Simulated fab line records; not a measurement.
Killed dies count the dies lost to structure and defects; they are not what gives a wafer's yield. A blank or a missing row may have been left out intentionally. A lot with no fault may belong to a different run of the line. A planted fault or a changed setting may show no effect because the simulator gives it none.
fab line records	flow n5Finfet
record lots=7	wafers=21
route steps=1938 shown HKMG_FIN@438 GATE_CUT@466 MOL_CONTACT_COAG@537 BEOL_M0_SAQP@663 BEOL_M1@800 BEOL_M3@933
startH: hours from the record's opening day to when the first of the lot's shown wafers began	waitH: time in hours since the lot's previous step	" as in the row above	L1.1+2: several wafers, shown together as one row	- either no value or no given start	* or withheld: withheld	< > ~ a bound
route shown NAME@n: NAME is a module with steps in the file, n the number in the route of the first one	usual: average and standard deviation across the fault-free wafers	same: alike in all rows	chamber/n: place in a boat	sites: readings site by site	_std_site: how widely they spread, as a standard deviation	_edge_site: inner sites' mean taken away from outer sites' mean	radiusMm: how far each site lies from the wafer's centre	mask NAME#n: copy n	behind: the tool/chamber that last shaped the wafer	hold: why the lot was held/for how many hours/how that ended	device: which transistor (n, p or np) failed to switch	end of line: tests run on the same wafers once the route is complete	a step given without rows: its recipe and nothing more	killed: not the wafer's yield, but the dies lost to structure and defects at the first sort	map: the dies of a wafer, with x for killed, . for not killed, _ for no die there
set.NAME: the run value of the setting; set.NAME@STEP: its run value at that earlier step	model.NAME: the simulator's own value behind a step, which no gauge read
one table per step and one row per wafer, for lots whose settings were changed on purpose
## steps
# step N5_HKMG_FIN_ETCH_35
# recipe chemistry=N2/H2	target=SOC	targetDepthA=2158	ionEnergyEv=65	biasW=5	sourceW=3000	timeS=243.4	pressureMtorr=30	n2FlowSccm=200	h2FlowSccm=200
lot.wafer	tool	chamber	startH	waitH	set.timeS	model.HKMG_FIN.featureDepthNm	model.etch.depthNm	model.SOC_of_HKMG_FIN_COAT_29.thkNm
L075.1	rieDiel-01	3	83.87	0.0	243.4	220	220	79.6
L075.3	"	1	"	"	281.9	252.4	252.3	48.4
L075.4	"	0	"	"	281.9	246.2	246.3	54.4
L081.1	rieDiel-03	0	116.07	0.0	286.4	249.6	249.6	49.4
L081.2	"	3	"	"	243.4	222.6	222.6	76.2
L081.6	"	3	"	"	243.4	222.8	222.8	78
L086.3	rieDiel-06	1	154.28	0.0	243.4	217.6	217.6	83.6
L086.5	"	2	"	"	243.4	211.2	211.2	89.6
L086.6	"	1	"	"	243.4	218.4	218.4	82.6
L090.1	rieDiel-06	0	178.81	0.0	243.4	217.4	217.4	83.2
L090.3	"	3	"	"	243.4	212.8	212.8	87.6
L090.6	"	3	"	"	243.4	213	212.9	86.8
L094.1	rieDiel-06	0	202.55	0.0	225.2	202.4	202.5	97
L094.3	"	1	"	"	225.2	201.2	201.1	99
L094.5	"	1	"	"	243.4	218.6	218.6	80
L095.1	rieDiel-01	1	206.12	0.0	243.4	214.6	214.6	83.8
L095.2	"	0	"	"	243.4	211.6	211.5	87.4
L095.4	"	0	"	"	243.4	211	210.9	89
L097.3	rieDiel-06	2	219.18	0.0	243.4	219.6	219.5	80.4
L097.4	"	0	"	"	243.4	213.8	213.8	85.6
L097.6	"	0	"	"	243.4	214.2	214.2	84.6
# step N5_HKMG_FIN_COAT_66
# recipe resist=SOC	tempC=250	timeS=60	spinRpm=1500	resistThkNm=300
lot.wafer	tool	chamber	startH	waitH	set.spinRpm	model.SOC_of_HKMG_FIN_COAT_66.thkNm
L075.1	lithoTrack-05	0	85.90	0.2	1500	299.2
L075.3	"	0	"	"	1500	299
L075.4	"	0	"	"	1613	288.6
L081.1	lithoTrack-03	0	118.11	0.2	1500	300.2
L081.2	"	0	"	"	1500	300.8
L081.6	"	0	"	"	1411	309
L086.3	lithoTrack-02	0	156.52	0.2	1344	317.4
L086.5	"	0	"	"	1344	318
L086.6	"	0	"	"	1500	300.2
L090.1	lithoTrack-03	0	180.85	0.2	1666	285.6
L090.3	"	0	"	"	1666	285.4
L090.6	"	0	"	"	1500	301
L094.1	lithoTrack-02	0	204.58	0.2	1500	301
L094.3	"	0	"	"	1500	301.8
L094.5	"	0	"	"	1500	301.6
L095.1	lithoTrack-03	0	208.15	0.2	1500	301.8
L095.2	"	0	"	"	1500	301.4
L095.4	"	0	"	"	1500	301.6
L097.3	lithoTrack-03	0	221.40	0.2	1500	301.8
L097.4+6	"	0	"	"	1500	301
# step N5_GATE_CUT_ETCH_56
# recipe chemistry=Cl2/Ar	target=TiN	targetDepthA=216	pressureMtorr=10	icpW=600	biasW=60	Cl2_flow_sccm=40	Ar_flow_sccm=60
lot.wafer	tool	chamber	startH	waitH	set.icpW	model.etch.depthNm
L075.1	rieMetal-01	1	88.26	0.1	600	21.96
L075.3	"	1	"	"	600	21.84
L075.4	"	0	"	"	600	22.67
L081.1	rieMetal-02	0	120.32	0.1	636.2	22.54
L081.2	"	1	"	"	600	21.53
L081.6	"	1	"	"	636.2	22.59
L086.3	rieMetal-01	1	158.75	0.1	499.9	18.5
L086.5	"	1	"	"	600	21.59
L086.6	"	0	"	"	499.9	19.24
L090.1	rieMetal-03	0	183.09	0.1	557.4	20.41
L090.3	"	0	"	"	600	21.73
L090.6	"	0	"	"	600	21.83
L094.1+5	rieMetal-03	0	206.82	0.1	600	21.71
L094.3	"	0	"	"	565	20.74
L095.1	rieMetal-02	1	210.35	0.1	600	21.38
L095.2	"	0	"	"	600	21.09
L095.4	"	1	"	"	600	21.42
L097.3	rieMetal-03	0	223.63	0.1	547	20.07
L097.4	"	1	"	"	600	21.2
L097.6	"	1	"	"	600	21.15
# step N5_MOL_CONTACT_COAG_ETCH_15
# recipe chemistry=CH3F/O2	target=SiNx	targetDepthA=70	maskMaterial=SOC	stopOn=Si:P	overEtchFrac=0.75	ionEnergyEv=120	pressureMtorr=30	sourceW=395	biasW=73	Ar_flow_sccm=150	CH3F_flow_sccm=30	O2_flow_sccm=20
# usual rfVppV=297/5.6
lot.wafer	tool	chamber	startH	waitH	set.sourceW	rfVppV
L075.1	rieDiel-03	3	97.54	0.0	395	296
L075.3	"	1	"	"	395	298
L075.4	"	0	"	"	395	301
L081.1	rieDiel-03	0	128.46	0.0	395	300
L081.2	"	1	"	"	432.8	287
L081.6	"	3	"	"	395	295
L086.3	rieDiel-03	0	166.45	0.0	349.9	318
L086.5	"	1	"	"	395	298
L086.6	"	0	"	"	395	299
L090.1	rieDiel-06	3	191.33	0.0	395	294
L090.3	"	2	"	"	395	291
L090.6	"	3	"	"	395	292
L094.1	rieDiel-06	3	214.66	0.0	421.1	285
L094.3	"	0	"	"	395	306
L094.5	"	0	"	"	395	307
L095.1	rieDiel-01	2	218.85	0.0	395	300
L095.2	"	0	"	"	395	300
L095.4	"	0	"	"	395	299
L097.3	rieDiel-01	3	233.45	0.0	433	290
L097.4	"	0	"	"	395	298
L097.6	"	0	"	"	395	296
# step N5_MOL_CONTACT_COAG_COAT_63
# recipe resist=SiARC	tempC=220	timeS=60	spinRpm=1500	resistThkNm=10
lot.wafer	tool	chamber	startH	waitH	set.spinRpm	model.SiARC_of_MOL_CONTACT_COAG_COAT_63.thkNm
L075.1	lithoTrack-01	0	-	-	1500	10
L075.3	"	0	"	"	1640	9.6
L075.4	"	0	"	"	1500	10.2
L081.1+2	lithoTrack-02	0	-	-	1500	10
L081.6	"	0	"	"	1444	10.2
L086.3+5+6	lithoTrack-01	0	-	-	1500	10
L090.1	lithoTrack-05	0	-	-	1500	10
L090.3+6	"	0	"	"	1660	9.4
L094.1+3+5	lithoTrack-01	0	-	-	1500	10
L095.1+2+4	lithoTrack-05	0	-	-	1500	10
L097.3+4	lithoTrack-02	0	-	-	1500	10
L097.6	"	0	"	"	1395	10.4
# step N5_MOL_CONTACT_COAG_EXPOSE_37
# recipe maskId=VD	na=0.33	sourceShape=annular	sigmaInner=0.3	sigmaOuter=0.7	polarization=unpolarized	defocusNm=0	doseMj=62
lot.wafer	tool	chamber	startH	waitH	mask	set.doseMj
L075.1+3+4	euvScanner-02	0	107.92	-	VD#0	62
L081.1+2	euvScanner-01	0	141.12	-	VD#0	64.15
L081.6	"	0	"	"	VD#0	62
L086.3+5+6	euvScanner-02	0	178.37	-	VD#0	62
L090.1+3	euvScanner-02	0	203.76	-	VD#0	63.73
L090.6	"	0	"	"	VD#0	62
L094.1+3	euvScanner-01	0	223.94	-	VD#0	59.88
L094.5	"	0	"	"	VD#0	62
L095.1+2+4	euvScanner-01	0	230.70	-	VD#0	62
L097.3+4+6	euvScanner-01	0	246.36	-	VD#0	62
# step N5_MOL_CONTACT_COAG_PEB_38
# recipe pebTempC=100	pebTimeS=60	resist=CAR-EUV
# step N5_MOL_CONTACT_COAG_DEVELOP_39
# recipe developTimeS=30	developer=TMAH	resist=CAR-EUV	rinseLiquid=surfactantRinse	dry=airSpin	devTempC=23
# step N5_MOL_CONTACT_COAG_DESCUM_45
# recipe chemistry=O2	timeS=7	sourcePowerW=50	biasPowerW=20	pressureMtorr=20	rfFrequencyHz=2.712e+07	tempC=40	resist=CAR-EUV	o2FlowSccm=225
# step N5_MOL_CONTACT_COAG_ETCH_65
# recipe chemistry=N2/H2	target=underlayer	targetDepthA=130	maskMaterial=CAR-EUV	timeS=10.4	ionEnergyEv=200	pressureMtorr=30	sourceW=840	biasW=150	n2FlowSccm=200	h2FlowSccm=200	ends=cleared
# step N5_MOL_CONTACT_COAG_ETCH_66
# recipe chemistry=CF4	target=SiARC	targetDepthA=130	maskMaterial=CAR-EUV	timeS=21.7	ionEnergyEv=80	pressureMtorr=40	sourceW=545	biasW=36	Ar_flow_sccm=100	cf4FlowSccm=100	ends=cleared
lot.wafer	tool	chamber	startH	waitH	set.spinRpm@MOL_CONTACT_COAG_COAT_63	model.etch.depthNm	model.CAR-EUV_of_MOL_CONTACT_COAG_COAT_34.thkNm
L075.1	rieDiel-06	0	108.72	0.0	1500	10.09	16.8
L075.3	"	3	"	"	1640	9.651	17.2
L075.4	"	2	"	"	1500	10.1	16.6
L081.1	rieDiel-06	2	141.44	0.0	1500	10.03	16.8
L081.2	"	0	"	"	1500	10.01	17
L081.6	"	1	"	"	1444	10.21	16.8
L086.3+6	rieDiel-03	3,1	179.20	0.0	1500	10.05	17
L086.5	"	0	"	"	1500	10.06	17.2
L090.1	rieDiel-01	1	204.08	0.0	1500	9.966	16.8
L090.3	"	2	"	"	1660	9.489	17.2
L090.6	"	2	"	"	1660	9.466	17.4
L094.1	rieDiel-06	0	224.38	0.0	1500	9.99	17.2
L094.3	"	2	"	"	1500	9.992	17
L094.5	"	1	"	"	1500	10.03	17
L095.1+2	rieDiel-03	0,1	231.02	0.0	1500	10.06	17
L095.4	"	3	"	"	1500	10.07	17
L097.3	rieDiel-01	3	247.67	0.0	1500	10.02	16.8
L097.4	"	1	"	"	1500	10.01	16.6
L097.6	"	0	"	"	1395	10.36	16.4
# step N5_MOL_CONTACT_COAG_ALD_133
# recipe material=SiO2	targetThkA=50	tempC=100	aldPrecursorFamily=BDEAS	aldCoReactant=O2-plasma	pulseTimeS=1	coReactantPulseTimeS=1	purgeTimeS=2	coReactantPurgeTimeS=2	aldCycles=35	pressureTorr=2
# step N5_MOL_CONTACT_COAG_ETCHBACK_134
# recipe chemistry=CHF3	target=SiO2	targetDepthA=100	timeS=6.7	ionEnergyEv=200	pressureMtorr=30	sourceW=610	biasW=170	Ar_flow_sccm=200	CHF3_flow_sccm=50
lot.wafer	tool	chamber	startH	waitH	set.spinRpm@MOL_CONTACT_COAG_COAT_63	model.CAR-EUV_of_MOL_CONTACT_COAG_COAT_34.thkNm
L075.1+4	rieDiel-06	1,3	109.01	0.1	1500	15.2
L075.3	"	2	"	"	1640	15.8
L081.1	rieDiel-06	2	141.70	0.1	1500	15.4
L081.2	"	0	"	"	1500	15.6
L081.6	"	0	"	"	1444	15.4
L086.3+6	rieDiel-03	1,3	179.51	0.2	1500	15.6
L086.5	"	0	"	"	1500	15.8
L090.1	rieDiel-06	0	204.34	0.1	1500	15.4
L090.3+6	"	1,0	"	"	1660	15.8
L094.1	rieDiel-01	3	225.85	0.1	1500	15.8
L094.3+5	"	2,0	"	"	1500	15.6
L095.1+2	rieDiel-06	0,2	231.30	0.1	1500	15.4
L095.4	"	3	"	"	1500	15.6
L097.3	rieDiel-03	1	248.02	0.2	1500	15.4
L097.4	"	0	"	"	1500	15.2
L097.6	"	1	"	"	1395	14.8
# step N5_BEOL_M0_SAQP_SPACER1_ALD_98
# recipe material=SiO2	targetThkA=128	tempC=300	aldPrecursorFamily=BDEAS	aldCoReactant=O2-plasma	pulseTimeS=1	purgeTimeS=2	coReactantPurgeTimeS=2	aldCycles=138	pressureTorr=2
lot.wafer	tool	chamber	startH	waitH	set.aldCycles	model.SiO2_of_BEOL_M0_SAQP_SPACER1_ALD_98.thkNm
L075.1+3+4	aldSin-01	2,0,2	116.39	0.3	138	12.8
L081.1	aldSin-02	3	149.65	0.3	138	12.8
L081.2	"	2	"	"	119	11
L081.6	"	0	"	"	119	11.2
L086.3	aldSin-03	0	192.28	2.7	138	12.6
L086.5+6	"	3,2	"	"	154	14.2
L090.1+3+6	aldSin-03	3,0,0	213.53	0.3	138	12.8
L094.1+3	aldSin-01	2,3	234.13	0.3	117	11
L094.5	"	1	"	"	117	10.8
L095.1+2+4	aldSin-03	2,1,3	239.06	0.3	138	12.8
L097.3+6	aldSin-01	0,2	254.88	0.1	122	11.2
L097.4	"	3	"	"	138	12.8
# step N5_BEOL_M0_SAQP_SPACER1_ETCHBACK_99
# recipe chemistry=CHF3/O2	mode=anisotropicEtchback	target=SiO2	targetDepthA=154	timeS=7.7	pressureMtorr=30	sourceW=650	biasW=170	Ar_flow_sccm=200	CHF3_flow_sccm=50	O2_flow_sccm=5	ionEnergyEv=200
# step N5_BEOL_M0_SAQP_MANDREL1_REMOVE_100
# recipe chemistry=HBr/Cl2/O2	btTimeS=10	target=a-Si	stopOn=SiNx	endpoint=OES-SiCl	overEtchFrac=0.85	icpW=600	biasW=30	HBr_flow_sccm=150	Cl2_flow_sccm=80	O2_flow_sccm=5	pressureMtorr=10
lot.wafer	tool	chamber	startH	waitH	set.aldCycles@BEOL_M0_SAQP_SPACER1_ALD_98	model.BEOL_M0_SAQP.cdNm	model.SiO2_of_BEOL_M0_SAQP_SPACER1_ALD_98.thkNm
L075.1	rieSi-02	0	117.11	0.1	138	12.8	7.4
L075.3	"	1	"	"	138	12.6	7.4
L075.4	"	2	"	"	138	12.8	7.6
L081.1	rieSi-05	1	150.21	0.1	138	12.8	7.4
L081.2	"	3	"	"	119	11	5.6
L081.6	"	3	"	"	119	11	5.8
L086.3	rieSi-05	0	192.97	0.1	138	12.6	7.2
L086.5	"	3	"	"	154	14.2	9
L086.6	"	0	"	"	154	14.2	8.8
L090.1+3+6	rieSi-02	3,0,3	214.10	0.1	138	12.8	7.4
L094.1	rieSi-02	3	234.69	0.1	117	11	5.6
L094.3	"	0	"	"	117	10.8	5.6
L094.5	"	2	"	"	117	10.6	5.4
L095.1+2+4	rieSi-05	2,0,1	239.62	0.1	138	12.8	7.4
L097.3	rieSi-03	3	255.45	0.1	122	11.2	5.8
L097.4	"	0	"	"	138	12.6	7.4
L097.6	"	3	"	"	122	11.4	5.8
# step N5_BEOL_M0_SAQP_CD_MEAS_25
# recipe targetCdNm=13.1	landingEnergyEv=1000	detector=seInlens
# usual cdNm=12.76/0.22
lot.wafer	tool	chamber	startH	waitH	set.aldCycles@BEOL_M0_SAQP_SPACER1_ALD_98	cdNm
L075.1	cdSem-02	0	117.22	0.1	138	12.48
L075.3	"	0	"	"	138	12.21
L075.4	"	0	"	"	138	12.73
L081.1	cdSem-03	0	150.32	0.1	138	12.77
L081.2	"	0	"	"	119	10.97
L081.6	"	0	"	"	119	11.05
L086.3	cdSem-03	0	193.09	0.1	138	12.72
L086.5	"	0	"	"	154	14.12
L086.6	"	0	"	"	154	14.34
L090.1	cdSem-03	0	214.21	0.1	138	12.80
L090.3	"	0	"	"	138	12.97
L090.6	"	0	"	"	138	12.57
L094.1	cdSem-03	0	234.80	0.1	117	10.69
L094.3	"	0	"	"	117	11.22
L094.5	"	0	"	"	117	10.70
L095.1	cdSem-02	0	239.73	0.1	138	12.83
L095.2	"	0	"	"	138	12.76
L095.4	"	0	"	"	138	12.79
L097.3	cdSem-01	0	255.56	0.1	122	10.87
L097.4	"	0	"	"	138	12.64
L097.6	"	0	"	"	122	11.16
# step N5_BEOL_M0_SAQP_ETCH_107
# recipe chemistry=CH3F/O2	target=SiNx	targetDepthA=300	maskMaterial=SOC	pressureMtorr=30	sourceW=395	biasW=73	Ar_flow_sccm=150	CH3F_flow_sccm=30	O2_flow_sccm=20	ionEnergyEv=120
# usual rfVppV=298/3.6
lot.wafer	tool	chamber	startH	waitH	set.biasW	rfVppV	model.BEOL_M0_SAQP.featureDepthNm
L075.1	rieDiel-04	0	117.98	0.0	80.34	316	30.8
L075.3	"	2	"	"	80.34	326	31.2
L075.4	"	0	"	"	73	293	30
L081.1	rieDiel-02	2	151.19	0.0	66.33	275	28.6
L081.2	"	3	"	"	73	302	29.2
L081.6	"	3	"	"	66.33	280	28.2
L086.3	rieDiel-05	2	193.97	0.0	73	296	29.8
L086.5	"	3	"	"	73	297	30
L086.6	"	0	"	"	85.38	341	31.4
L090.1	rieDiel-04	1	214.97	0.0	68.07	283	29.4
L090.3	"	2	"	"	73	301	30.4
L090.6	"	1	"	"	73	300	30.2
L094.1	rieDiel-02	3	235.57	0.0	73	302	29.8
L094.3	"	0	"	"	73	298	30.2
L094.5	"	1	"	"	73	293	29.8
L095.1	rieDiel-02	3	240.96	0.0	73	304	29.8
L095.2	"	1	"	"	73	295	30.2
L095.4	"	0	"	"	73	300	30.4
L097.3	rieDiel-05	3	256.38	0.0	78.63	315	30.8
L097.4	"	2	"	"	73	296	29.8
L097.6	"	3	"	"	78.63	315	30.8
# step N5_BEOL_M1_TRENCH_ETCH_37
# recipe chemistry=C4F6/O2	targetDepthA=552.07	target=SiOC	timeS=29	ionEnergyEv=250	pressureMtorr=30	sourceW=355	biasW=185	Ar_flow_sccm=300	C4F6_flow_sccm=10	O2_flow_sccm=10
lot.wafer	tool	chamber	startH	waitH	set.timeS	model.etch.depthNm	model.BEOL_M1.featureDepthNm
L075.1	rieDiel-05	2	-	-	29	54.24	54.2
L075.3	"	0	"	"	31.3	58.27	58.2
L075.4	"	1	"	"	31.3	59.81	59.8
L081.1	rieDiel-02	3	-	-	29	54.66	54.6
L081.2	"	1	"	"	29	53.81	53.8
L081.6	"	3	"	"	29	54.64	54.6
L086.3	rieDiel-04	0	-	-	29	55.46	55.4
L086.5	"	3	"	"	32.32	61.95	62
L086.6	"	0	"	"	32.32	61.42	61.4
L090.1	rieDiel-04	3	-	-	29	54.94	55
L090.3	"	1	"	"	29	56.17	56.2
L090.6	"	1	"	"	29	55.73	55.8
L094.1	rieDiel-02	3	-	-	25.1	47.22	47.2
L094.3	"	1	"	"	29	54.48	54.4
L094.5	"	1	"	"	25.1	47.14	47.2
L095.1	rieDiel-02	1	-	-	29	54.66	54.6
L095.2	"	0	"	"	29	55.55	55.6
L095.4	"	3	"	"	29	54.22	54.2
L097.3	rieDiel-02	2	-	-	32.81	61.76	61.8
L097.4	"	0	"	"	29	55.43	55.4
L097.6	"	2	"	"	29	54.37	54.4
# step N5_BEOL_M1_ETCH_41
# recipe chemistry=CH3F/O2	target=SiCN	targetDepthA=319	taperDeg=2	timeS=57.8	ionEnergyEv=120	maskMaterial=TiN	pressureMtorr=30	sourceW=395	biasW=75	Ar_flow_sccm=150	CH3F_flow_sccm=30	O2_flow_sccm=20
# step N5_BEOL_M1_STRIP_97
# recipe chemistry=N2/H2	timeS=10	powerW=450	tempC=40	pressureMtorr=20	rfFrequencyHz=6e+07	biasPowerW=7	n2FlowSccm=200	h2FlowSccm=200
# step N5_BEOL_M1_OCD_MEAS_38
# usual trenchDepthNm=54.9/0.88
lot.wafer	tool	chamber	startH	waitH	set.timeS@BEOL_M1_TRENCH_ETCH_37	trenchDepthNm
L075.1	ocd-01	-	136.26	-	29	54.1
L075.3	"	-	"	"	31.3	58.7
L075.4	"	-	"	"	31.3	60.3
L081.1	ocd-01	-	167.51	-	29	54.7
L081.2	"	-	"	"	29	53.6
L081.6	"	-	"	"	29	54.4
L086.3	ocd-02	-	212.63	-	29	55.5
L086.5	"	-	"	"	32.32	61.8
L086.6	"	-	"	"	32.32	61.3
L090.1	ocd-02	-	237.59	-	29	54.9
L090.3	"	-	"	"	29	56.3
L090.6	"	-	"	"	29	55.6
L094.1	ocd-01	-	254.59	-	25.1	47.3
L094.3	"	-	"	"	29	54.9
L094.5	"	-	"	"	25.1	47.3
L095.1	ocd-02	-	258.73	-	29	54.8
L095.2	"	-	"	"	29	55.6
L095.4	"	-	"	"	29	54.8
L097.3	ocd-02	-	271.63	-	32.81	61.8
L097.4	"	-	"	"	29	55.3
L097.6	"	-	"	"	29	54.2
# step N5_BEOL_M3_PECVD_72
# recipe material=SiO2	targetThkA=160	tempC=400	precursor=TEOS/O2	pressureTorr=5.5	rfW=450	teosFlowSccm=53.8	gas=O2	flowSccm=3000	timeS=18
lot.wafer	tool	chamber	startH	waitH	set.timeS	model.SiO2_of_BEOL_M3_PECVD_72.thkNm
L075.1+3	pecvd-02	0,2	156.13	0.0	18	15.8
L075.4	"	1	"	"	18	16.2
L081.1	pecvd-02	1	190.03	0.0	18	16.2
L081.2	"	0	"	"	18	16
L081.6	"	0	"	"	18.73	17
L086.3	pecvd-03	0	227.06	0.0	18	15.6
L086.5	"	0	"	"	18	16.2
L086.6	"	1	"	"	19.49	17.6
L090.1	pecvd-03	1	254.25	0.0	18	15.8
L090.3	"	0	"	"	18	16
L090.6	"	2	"	"	20.01	18.2
L094.1+3	pecvd-03	2,0	274.48	0.0	18	15.8
L094.5	"	2	"	"	18	16
L095.1+2	pecvd-04	2,1	278.20	0.0	18	16
L095.4	"	2	"	"	18	16.2
L097.3	pecvd-04	1	286.57	0.0	18	15.8
L097.4	"	0	"	"	19.32	17.4
L097.6	"	1	"	"	18	16.2
## key
split step=N5_HKMG_FIN_ETCH_35	setting=timeS	stated=243.4	by=wafer
response step=N5_HKMG_FIN_ETCH_35	reading=model.HKMG_FIN.featureDepthNm	change=+1.72	per=1%	r=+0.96
response step=N5_HKMG_FIN_ETCH_35	reading=model.etch.depthNm	change=+1.72	per=1%	r=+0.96
response step=N5_HKMG_FIN_ETCH_35	reading=model.SOC_of_HKMG_FIN_COAT_29.thkNm	change=-1.73	per=1%	r=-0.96
split step=N5_HKMG_FIN_COAT_66	setting=spinRpm	stated=1500	by=wafer
response step=N5_HKMG_FIN_COAT_66	reading=model.SOC_of_HKMG_FIN_COAT_66.thkNm	change=-1.5	per=1%	r=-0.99
split step=N5_GATE_CUT_ETCH_56	setting=icpW	stated=600	by=wafer
response step=N5_GATE_CUT_ETCH_56	reading=model.etch.depthNm	change=+0.161	per=1%	r=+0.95
split step=N5_MOL_CONTACT_COAG_ETCH_15	setting=sourceW	stated=395	by=wafer
response step=N5_MOL_CONTACT_COAG_ETCH_15	reading=rfVppV	change=-1.49	per=1%	r=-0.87
split step=N5_MOL_CONTACT_COAG_COAT_63	setting=spinRpm	stated=1500	by=wafer
response step=N5_MOL_CONTACT_COAG_COAT_63	reading=model.SiARC_of_MOL_CONTACT_COAG_COAT_63.thkNm	change=-0.0554	per=1%	r=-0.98
response step=N5_MOL_CONTACT_COAG_ETCH_66	reading=model.etch.depthNm	change=-0.0473	per=1%	r=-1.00
response step=N5_MOL_CONTACT_COAG_ETCH_66	reading=model.CAR-EUV_of_MOL_CONTACT_COAG_COAT_34.thkNm	change=+0.0473	per=1%	r=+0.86
response step=N5_MOL_CONTACT_COAG_ETCHBACK_134	reading=model.CAR-EUV_of_MOL_CONTACT_COAG_COAT_34.thkNm	change=+0.0521	per=1%	r=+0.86
split step=N5_MOL_CONTACT_COAG_EXPOSE_37	setting=doseMj	stated=62	by=wafer
response none clear
split step=N5_BEOL_M0_SAQP_SPACER1_ALD_98	setting=aldCycles	stated=138	by=wafer
response step=N5_BEOL_M0_SAQP_SPACER1_ALD_98	reading=model.SiO2_of_BEOL_M0_SAQP_SPACER1_ALD_98.thkNm	change=+0.132	per=1%	r=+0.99
response step=N5_BEOL_M0_SAQP_MANDREL1_REMOVE_100	reading=model.BEOL_M0_SAQP.cdNm	change=+0.127	per=1%	r=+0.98
response step=N5_BEOL_M0_SAQP_MANDREL1_REMOVE_100	reading=model.SiO2_of_BEOL_M0_SAQP_SPACER1_ALD_98.thkNm	change=+0.135	per=1%	r=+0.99
response step=N5_BEOL_M0_SAQP_CD_MEAS_25	reading=cdNm	change=+0.132	per=1%	r=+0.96
split step=N5_BEOL_M0_SAQP_ETCH_107	setting=biasW	stated=73	by=wafer
response step=N5_BEOL_M0_SAQP_ETCH_107	reading=rfVppV	change=+2.65	per=1%	r=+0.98
response step=N5_BEOL_M0_SAQP_ETCH_107	reading=model.BEOL_M0_SAQP.featureDepthNm	change=+0.098	per=1%	r=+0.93
split step=N5_BEOL_M1_TRENCH_ETCH_37	setting=timeS	stated=29	by=wafer
response step=N5_BEOL_M1_TRENCH_ETCH_37	reading=model.etch.depthNm	change=+0.544	per=1%	r=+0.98
response step=N5_BEOL_M1_TRENCH_ETCH_37	reading=model.BEOL_M1.featureDepthNm	change=+0.544	per=1%	r=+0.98
response step=N5_BEOL_M1_OCD_MEAS_38	reading=trenchDepthNm	change=+0.56	per=1%	r=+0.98
split step=N5_BEOL_M3_PECVD_72	setting=timeS	stated=18	by=wafer
response step=N5_BEOL_M3_PECVD_72	reading=model.SiO2_of_BEOL_M3_PECVD_72.thkNm	change=+0.204	per=1%	r=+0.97
